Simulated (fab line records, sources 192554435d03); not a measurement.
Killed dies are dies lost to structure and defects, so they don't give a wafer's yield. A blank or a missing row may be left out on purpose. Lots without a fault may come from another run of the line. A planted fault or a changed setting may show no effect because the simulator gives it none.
Chamber matching | flow n5_finfet | N5_BEOL_M8_STRIP_67 on rie_diel-05: 4 sister chambers
The step strips in CF4. 4 wafers are shown with their chamber, then 11 later ones without.

WAFERS WITH THEIR CHAMBER
wafer  | chamber | drypump_motor_current_A (A)
L080.4 | 0       | 5.3
L085.3 | 3       | 5.7
L085.5 | 1       | 5.9
L086.4 | 2       | 5.4

WAFERS WITHOUT THEIR CHAMBER
wafer  | drypump_motor_current_A (A)
L086.5 | 5.9
L086.6 | 5.9
L088.2 | 5.8
L088.4 | 5.4
L088.5 | 5.3
L092.1 | 5.3
L092.3 | 5.4
L092.4 | 5.8
L094.1 | 5.4
L094.2 | 5.8
L094.6 | 5.3

WHICH CHAMBER EACH WENT THROUGH
wafer  | from the rows above     | in truth
L086.5 | 1                       | 1
L086.6 | 1                       | 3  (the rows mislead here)
L088.2 | can't be placed: 3 or 1 | 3
L088.4 | can't be placed: 2 or 0 | 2
L088.5 | can't be placed: 0 or 2 | 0
L092.1 | can't be placed: 0 or 2 | 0
L092.3 | can't be placed: 2 or 0 | 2
L092.4 | can't be placed: 3 or 1 | 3
L094.1 | can't be placed: 2 or 0 | 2
L094.2 | can't be placed: 3 or 1 | 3
L094.6 | can't be placed: 0 or 2 | 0
Placed correctly: 1 of 11. Can't be placed from these rows: 9 (the true chamber is among the candidates in 9). Placed wrongly: 1.
How it was worked out, from the rows above alone: a wafer's distance from a chamber is the root of the sum, over the readings, of the square of ((its reading less the chamber's mean) divided by the reading's scatter). The wafer belongs to the nearest chamber; if the next one is less than 2 further off, it can't be placed. A chamber's mean is the mean of its shown wafers. The scatter: with one shown wafer a chamber, the root of the mean of the squares of how far each hidden wafer lies from its nearest shown one.
